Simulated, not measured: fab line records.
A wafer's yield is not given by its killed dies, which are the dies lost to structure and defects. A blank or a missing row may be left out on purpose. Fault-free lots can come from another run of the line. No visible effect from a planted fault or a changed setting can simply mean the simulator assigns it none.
Which tool did it? -- flow n5-finfet -- 72 wafers from 24 lots sampled at 5 of the route's 1938 steps

WHAT THE GAUGES SHOWED, per wafer
N5_DUMMY_GATE_INSPECT_17: inspects for defects (brightfield).
lot,measured,on,raw-defect-count
L074,day 2 22:08,defect-inspect-02,185 282 170
L075,day 3 04:37,defect-inspect-02,141 243 231
L076,day 3 11:01,defect-inspect-02,177 204 228
L077,day 3 18:24,defect-inspect-02,228 260 209
L078,day 4 01:08,defect-inspect-02,91 175 133
L079,day 4 06:25,defect-inspect-01,252 202 197
L080,day 4 10:45,defect-inspect-01,184 154 169
L081,day 4 20:09,defect-inspect-01,183 115 162
L082,day 5 01:41,defect-inspect-02,192 179 178
L083,day 5 05:19,defect-inspect-02,204 206 158
L084,day 5 11:43,defect-inspect-01,169 190 256
L085,day 5 15:59,defect-inspect-01,141 147 194
L086,day 6 04:00,defect-inspect-01,198 162 201
L087,day 6 05:47,defect-inspect-01,187 135 168
L088,day 6 13:38,defect-inspect-02,145 185 188
L089,day 6 23:13,defect-inspect-02,259 146 122
L090,day 7 00:28,defect-inspect-01,184 137 205
L091,day 7 07:55,defect-inspect-02,211 183 170
L092,day 7 10:56,defect-inspect-01,165 155 177
L093,day 7 15:42,defect-inspect-02,175 215 299
L094,day 7 23:03,defect-inspect-02,216 256 159
L095,day 8 05:11,defect-inspect-02,234 239 265
L096,day 8 09:11,defect-inspect-02,220 302 181
L097,day 8 16:11,defect-inspect-01,145 162 188

N5_SD_EPI_N_INSPECT_26: inspects for defects (darkfield).
lot,measured,on,raw-defect-count
L074,day 3 06:07,defect-inspect-02,197 315 203
L075,day 3 12:20,defect-inspect-02,160 305 215
L076,day 3 19:07,defect-inspect-02,197 219 228
L077,day 4 03:13,defect-inspect-02,211 211 192
L078,day 4 07:56,defect-inspect-02,133 167 160
L079,day 4 14:01,defect-inspect-02,259 226 280
L080,day 4 17:34,defect-inspect-01,179 206 214
L081,day 5 04:28,defect-inspect-02,207 167 205
L082,day 5 08:43,defect-inspect-01,185 163 199
L083,day 5 11:50,defect-inspect-02,199 182 169
L084,day 5 18:15,defect-inspect-02,221 210 298
L085,day 5 22:25,defect-inspect-02,151 154 166
L086,day 6 11:23,defect-inspect-01,218 168 208
L087,day 6 12:21,defect-inspect-02,178 170 220
L088,day 6 19:58,defect-inspect-02,179 252 185
L089,day 7 05:50,defect-inspect-02,210 174 158
L090,day 7 06:49,defect-inspect-02,186 126 154
L091,day 7 14:32,defect-inspect-01,177 219 178
L092,day 7 17:34,defect-inspect-02,161 201 188
L093,day 7 23:21,defect-inspect-01,157 178 227
L094,day 8 05:34,defect-inspect-02,251 260 146
L095,day 8 12:01,defect-inspect-01,268 280 216
L096,day 8 19:59,defect-inspect-02,242 236 205
L097,day 8 22:56,defect-inspect-02,178 191 177

N5_ILD0_INSPECT_06: inspects for defects (darkfield).
lot,measured,on,raw-defect-count
L074,day 3 21:02,defect-inspect-02,37 32 51
L075,day 4 03:32,defect-inspect-01,55 31 99
L076,day 4 07:47,defect-inspect-01,13 20 42
L077,day 4 15:28,defect-inspect-01,21 23 18
L078,day 4 21:20,defect-inspect-02,44 41 61
L079,day 5 03:15,defect-inspect-02,31 20 13
L080,day 5 06:39,defect-inspect-01,40 29 60
L081,day 5 17:13,defect-inspect-01,101 65 55
L082,day 5 20:11,defect-inspect-01,37 13 28
L083,day 5 23:11,defect-inspect-01,16 20 39
L084,day 6 06:29,defect-inspect-02,38 42 36
L085,day 6 09:59,defect-inspect-01,38 45 49
L086,day 6 23:54,defect-inspect-01,47 28 48
L087,day 7 00:29,defect-inspect-02,34 38 37
L088,day 7 07:43,defect-inspect-02,32 36 42
L089,day 7 17:13,defect-inspect-01,29 23 55
L090,day 7 18:38,defect-inspect-02,52 63 25
L091,day 8 03:01,defect-inspect-01,39 36 36
L092,day 8 04:55,defect-inspect-01,32 26 19
L093,day 8 11:57,defect-inspect-02,41 66 40
L094,day 8 18:14,defect-inspect-02,46 49 36
L095,day 8 23:14,defect-inspect-02,62 61 41
L096,day 9 07:35,defect-inspect-02,40 46 56
L097,day 9 10:34,defect-inspect-01,39 54 59

TOOL THAT RAN EACH LOT (tool first, then ch and the chambers of the sampled wafers, then the start)
lot,N5_FIN_SAQP_STRIP_77,N5_SD_EPI_P_ETCH_37
L074,"rie-diel-01 ch 1,2,3, day 2 02:44","rie-diel-05 ch 0,1, day 3 06:42"
L075,"rie-diel-03 ch 0,1,3, day 2 08:47","rie-diel-05 ch 0,1, day 3 12:55"
L076,"rie-diel-06 ch 2,3, day 2 14:28","rie-diel-05 ch 0,1,3, day 3 19:41"
L077,"rie-diel-06 ch 0,1,3, day 2 20:53","rie-diel-05 ch 2,3, day 4 03:40"
L078,"rie-diel-03 ch 1,3, day 3 04:48","rie-diel-02 ch 0,2,3, day 4 08:31"
L079,"rie-diel-06 ch 0,1,3, day 3 08:48","rie-diel-02 ch 0,3, day 4 14:38"
L080,"rie-diel-01 ch 0,1,2, day 3 13:57","rie-diel-05 ch 0,2,3, day 4 18:09"
L081,"rie-diel-03 ch 2,3, day 4 00:13","rie-diel-05 ch 0,2,3, day 5 05:03"
L082,"rie-diel-01 ch 0,1, day 4 05:23","rie-diel-04 ch 0,2,3, day 5 09:17"
L083,"rie-diel-01 ch 0,2, day 4 08:43","rie-diel-02 ch 1,2, day 5 12:25"
L084,"rie-diel-06 ch 2,3, day 4 15:38","rie-diel-05 ch 2,3, day 5 18:46"
L085,"rie-diel-06 ch 0,1, day 4 20:38","rie-diel-05 ch 0,1,2, day 5 23:00"
L086,"rie-diel-01 ch 1,2,3, day 5 04:31","rie-diel-05 ch 0,1,2, day 6 11:58"
L087,"rie-diel-06 ch 0,1,3, day 5 09:37","rie-diel-05 ch 1,2,3, day 6 12:59"
L088,"rie-diel-06 ch 0,2, day 5 15:04","rie-diel-05 ch 1,2, day 6 20:25"
L089,"rie-diel-06 ch 1,2,3, day 5 21:18","rie-diel-05 ch 2,3, day 7 06:24"
L090,"rie-diel-03 ch 2,3, day 6 04:55","rie-diel-02 ch 0,1,2, day 7 07:43"
L091,"rie-diel-03 ch 1,2,3, day 6 09:38","rie-diel-05 ch 1,2, day 7 15:25"
L092,"rie-diel-03 ch 1,3, day 6 15:11","rie-diel-04 ch 0,2,3, day 7 18:17"
L093,"rie-diel-01 ch 0,2,3, day 6 20:00","rie-diel-05 ch 0,3, day 8 00:11"
L094,"rie-diel-01 ch 1,2, day 7 02:01","rie-diel-04 ch 2,3, day 8 06:01"
L095,"rie-diel-01 ch 0,1,3, day 7 08:50","rie-diel-05 ch 0,1,2, day 8 12:35"
L096,"rie-diel-01 ch 0,1,2, day 7 13:53","rie-diel-04 ch 1,2,3, day 8 20:34"
L097,"rie-diel-06 ch 0,2,3, day 7 21:01","rie-diel-02 ch 1,2, day 8 23:31"
- N5_FIN_SAQP_STRIP_77: strips in N2/H2, time 90 s.
- N5_SD_EPI_P_ETCH_37: etches SOC in N2/H2, overetch 108 nm, time 486 s.

WHAT THE TOOLS THEMSELVES READ (means of the sampled wafers that have a number; where no wafer has one, the mark that the record gives instead)
N5_FIN_SAQP_STRIP_77.
lot,tool,drypump-motor-current-A (A),oes-product-au (a.u.),rf-vpp-V (V),showerhead-plenum-p-Torr (Torr),throttle-valve-pct (%)
L074,rie-diel-01,5.7,0.81,45.3,3.39,12.1
L075,rie-diel-03,5.9,0.70,45.5,3.37,12.5
L076,rie-diel-06,5.7,0.77,45.8,3.43,12.6
L077,rie-diel-06,5.7,0.77,45.2,3.39,12.4
L078,rie-diel-03,5.9,0.71,45.4,3.33,12.4
L079,rie-diel-06,5.7,0.77,45.3,3.38,12.4
L080,rie-diel-01,6.1,0.79,45.8,3.43,12.2
L081,rie-diel-03,5.6,0.71,44.8,3.38,12.4
L082,rie-diel-01,6.6,0.77,45.9,3.47,12.2
L083,rie-diel-01,5.8,0.71,46.0,3.40,12.4
L084,rie-diel-06,5.7,0.75,45.2,3.42,12.6
L085,rie-diel-06,5.7,0.92,45.2,3.58,12.0
L086,rie-diel-01,5.7,0.78,45.8,3.37,12.2
L087,rie-diel-06,5.6,0.85,45.3,3.51,12.2
L088,rie-diel-06,5.4,0.74,45.2,3.50,12.5
L089,rie-diel-06,5.8,0.80,44.8,3.49,12.3
L090,rie-diel-03,5.4,0.88,44.7,3.41,12.2
L091,rie-diel-03,5.7,0.85,45.6,3.36,12.2
L092,rie-diel-03,5.9,0.82,45.3,3.31,12.1
L093,rie-diel-01,5.8,0.70,45.1,3.39,12.5
L094,rie-diel-01,6.0,0.81,45.1,3.39,12.0
L095,rie-diel-01,6.2,0.76,44.5,3.41,12.2
L096,rie-diel-01,6.2,0.75,44.8,3.41,12.2
L097,rie-diel-06,5.5,0.74,45.2,3.46,12.6

N5_SD_EPI_P_ETCH_37.
lot,tool,drypump-motor-current-A (A),oes-product-au (a.u.),rf-vpp-V (V),showerhead-plenum-p-Torr (Torr),throttle-valve-pct (%)
L074,rie-diel-05,5.5,0.68,241.4,2.58,23.91
L075,rie-diel-05,5.5,0.68,239.9,2.58,23.91
L076,rie-diel-05,5.8,0.71,239.9,2.52,23.84
L077,rie-diel-05,6.4,0.80,239.8,2.48,23.74
L078,rie-diel-02,6.1,0.71,240.3,2.51,23.87
L079,rie-diel-02,5.6,0.66,240.0,2.44,23.82
L080,rie-diel-05,6.1,0.75,240.2,2.53,23.81
L081,rie-diel-05,6.1,0.75,241.4,2.53,23.83
L082,rie-diel-04,5.5,0.62,240.9,2.53,23.82
L083,rie-diel-02,6.4,0.68,239.7,2.53,24.29
L084,rie-diel-05,6.4,0.78,239.7,2.47,23.75
L085,rie-diel-05,5.9,0.73,239.6,2.52,23.76
L086,rie-diel-05,5.8,0.73,241.0,2.52,23.77
L087,rie-diel-05,6.1,0.76,239.7,2.47,23.68
L088,rie-diel-05,6.2,0.78,239.4,2.47,23.59
L089,rie-diel-05,6.4,0.76,240.0,2.47,23.77
L090,rie-diel-02,6.0,0.67,241.2,2.48,24.14
L091,rie-diel-05,5.9,0.74,240.3,2.46,23.63
L092,rie-diel-04,5.5,0.70,241.6,2.63,23.75
L093,rie-diel-05,5.7,0.67,240.7,2.56,24.02
L094,rie-diel-04,5.6,0.78,242.6,2.66,23.32
L095,rie-diel-05,5.8,0.71,241.4,2.52,23.77
L096,rie-diel-04,5.5,0.70,242.6,2.63,23.62
L097,rie-diel-02,6.4,0.82,239.6,2.52,24.10

THE ANSWER, worked out from the rows above alone
Rule: the lots themselves supply what counts as usual. The widest of any qualifying gaps counts: lots, ordered by their means at a reading, are off when they make up no more than a third of the lots, leave a main group of 4 or more, and stand apart from it by 3 or more times the standard deviation of that group's means. If all means in a main group match to the digits the tables above print for the reading, that group is not used. A lot without any number at a reading at which 4 lots or more have one is off too. Any other lot the step has rows for is counted as sound. After the gauges, taken in route order, come the tools' own readings; for these a lot's mean is taken, as printed above. The first step at which some lot is off is used, and at that step the reading that is off furthest; a lot without a number counts as furthest.
Across all readings shown, no lot is off: no conclusion can be drawn from this.

WHAT HAD BEEN PUT IN BY THE SIMULATOR
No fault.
